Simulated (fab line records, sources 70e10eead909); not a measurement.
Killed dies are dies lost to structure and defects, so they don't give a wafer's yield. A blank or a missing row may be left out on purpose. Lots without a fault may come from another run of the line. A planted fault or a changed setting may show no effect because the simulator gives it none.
One fault seen from 2 desks | flow nand_harc | each desk has only its own numbers; what lay behind them comes last

THE METROLOGY DESK
What the gauges read, lot by lot, whatever tool the lot ran on: means of the sampled wafers that have a number. A lot is out of limits, marked OUT, if its mean lies more than 4 standard deviations from the usual mean; the brackets give that distance.
Columns: A = thk_nm at NHARC_A_ONON_D2_THK_MEAS_34, usual 200 nm; B = cd_nm at NHARC_A_CHANNEL_HOLE_D2_CD_MEAS_10, usual 99.7 nm; C = overlay_x_nm at NHARC_A_CHANNEL_HOLE_D2_OVL_MEAS_11, usual -0.2 nm; D = overlay_y_nm at NHARC_A_CHANNEL_HOLE_D2_OVL_MEAS_11, usual -0.1 nm
lot  | first seen here | A   | B     | C    | D
L153 | day 14 17:52    | 199 | 100.5 | -2.5 | 0.3
L160 | day 17 19:50    | 200 | 100.3 | 0.3  | -0.8
L168 | day 21 02:58    | 203 | 99.7  | 2.1  | 0.2
L169 | day 21 19:56    | 201 | 100.9 | 0.8  | -1.0
L171 | day 22 20:31    | 203 | 99.5  | 0.3  | 1.0
This desk's finding: nothing out of limits on any of the 5 lots.

THE DEFECT DESK
What the inspections along the route counted, lot by lot: means of the sampled wafers that have a number. A lot is out of limits, marked OUT, if its mean lies more than 4 standard deviations from the usual mean; the brackets give that distance.
Columns: A = raw_defect_count at NHARC_A_ONON_D2_INSPECT_32, usual 497; B = raw_defect_count at NHARC_A_CHANNEL_HOLE_D2_INSPECT_12, usual 26
lot  | first seen here | A   | B
L153 | day 14 17:56    | 312 | 7
L160 | day 17 19:53    | 800 | 11
L168 | day 21 03:03    | 863 | 23
L169 | day 21 19:59    | 495 | 4
L171 | day 22 20:35    | 500 | 3
This desk's finding: nothing out of limits on any of the 5 lots.

PUT TOGETHER
The metrology desk saw nothing out of limits.
The defect desk saw nothing out of limits.

WHAT THE SIMULATOR HAD PUT IN
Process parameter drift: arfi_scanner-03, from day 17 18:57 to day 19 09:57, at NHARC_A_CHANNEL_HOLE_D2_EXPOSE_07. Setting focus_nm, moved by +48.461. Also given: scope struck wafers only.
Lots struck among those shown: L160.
